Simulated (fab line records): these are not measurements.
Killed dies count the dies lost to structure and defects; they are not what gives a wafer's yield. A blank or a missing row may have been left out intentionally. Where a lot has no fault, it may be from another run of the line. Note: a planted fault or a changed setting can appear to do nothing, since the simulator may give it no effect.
3 desks, one fault -- flow nand-harc -- each desk holds nothing but its own numbers, with what lay behind them at the end

== FOR THE TOOL OWNER'S DESK: litho-track-06 ==
The tool's own readings at NHARC_P_M0_PEB_07 (peb time 65 s): means of the sampled wafers that have a number, for each lot that ran on this tool. A lot is out of limits, marked OUT, if its mean lies more than 4 standard deviations from the usual mean; the brackets give that distance.
Columns: A = heater-power-total-W at NHARC_P_M0_PEB_07, usual 156.6 W; B = plate-temp-C at NHARC_P_M0_PEB_07, usual 99.98 C; C = resist-line-temp-C at NHARC_P_M0_PEB_07, usual 23.01 C
lot,first seen here,A,B,C
L104,day 6 09:02,156.3,99.82,23.00
L107,day 7 11:41,156.5,100.05,23.04
L117,day 12 01:04,156.8,100.04,23.06
L121,day 13 09:08,161.3 (+11) OUT,102.47 (+19) OUT,23.00
L122,day 13 20:35,161.9 (+13) OUT,102.36 (+18) OUT,23.13
This desk's verdict: out of limits on L121, L122, starting with L121 at day 13 09:08 (heater-power-total-W at NHARC_P_M0_PEB_07). Within limits: L104, L107, L117.

== FROM THE METROLOGY DESK ==
Lot by lot, what the gauges showed, no matter which tool ran the lot: averages of those sampled wafers that carry a number. A lot is out of limits, marked OUT, if its mean lies more than 4 standard deviations from the usual mean; the brackets give that distance.
Columns: A = cd-nm at NHARC_P_M0_CD_MEAS_09, usual 89.8 nm
lot,first seen here,A
L104,day 6 09:07,89.5
L107,day 7 11:47,89.3
L108,day 8 01:25,89.9
L109,day 8 16:07,89.8
L111,day 9 19:55,89.8
L117,day 12 01:08,89.6
L121,day 13 09:13,98.5 (+20) OUT
L122,day 13 20:40,96.3 (+15) OUT
L123,day 14 12:40,90.1
L124,day 14 16:11,89.5
L125,day 15 04:56,90.0
L126,day 15 14:54,89.8
This desk's verdict: out of limits on L121, L122, starting with L121 at day 13 09:13 (cd-nm at NHARC_P_M0_CD_MEAS_09). Within limits: L104, L107, L108, L109, L111, L117, L123, L124, L125, L126.

== THE DEFECT DESK ==
Lot by lot, what the route's inspections counted, given as the mean of those sampled wafers with a number. A lot is out of limits, marked OUT, if its mean lies more than 4 standard deviations from the usual mean; the brackets give that distance.
Columns: A = raw-defect-count at NHARC_P_CONTACT_INSPECT_27, usual 290
lot,first seen here,A
L104,day 6 08:13,325
L107,day 7 10:52,414
L108,day 8 00:31,299
L109,day 8 15:13,373
L111,day 9 19:01,426
L117,day 12 00:22,449
L121,day 13 08:19,294
L122,day 13 19:53,328
L123,day 14 11:53,240
L124,day 14 15:24,208
L125,day 15 04:02,341
L126,day 15 14:01,321
Result from this desk: across the 12 lots, nothing is out of limits.

== PUT TOGETHER ==
The tool owner's desk had the chance to raise an alarm at day 13 09:08 on L121, L122.
The metrology desk could have raised an alarm at day 13 09:13, on L121, L122.
The defect desk saw nothing out of limits.
The defect desk has L121, L122 on record, within its limits.
Of the lots named, all ran NHARC_P_M0_PEB_07 on litho-track-06.

== WHAT THE SIMULATOR HAD PUT IN ==
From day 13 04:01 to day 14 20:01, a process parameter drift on litho-track-06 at NHARC_P_M0_PEB_07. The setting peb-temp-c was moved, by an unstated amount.
Lots struck among those shown: L121, L122.
Counting hours from when the fault started, the first reading out of limits came at 5 for the tool owner's desk and at 5 for the metrology desk.
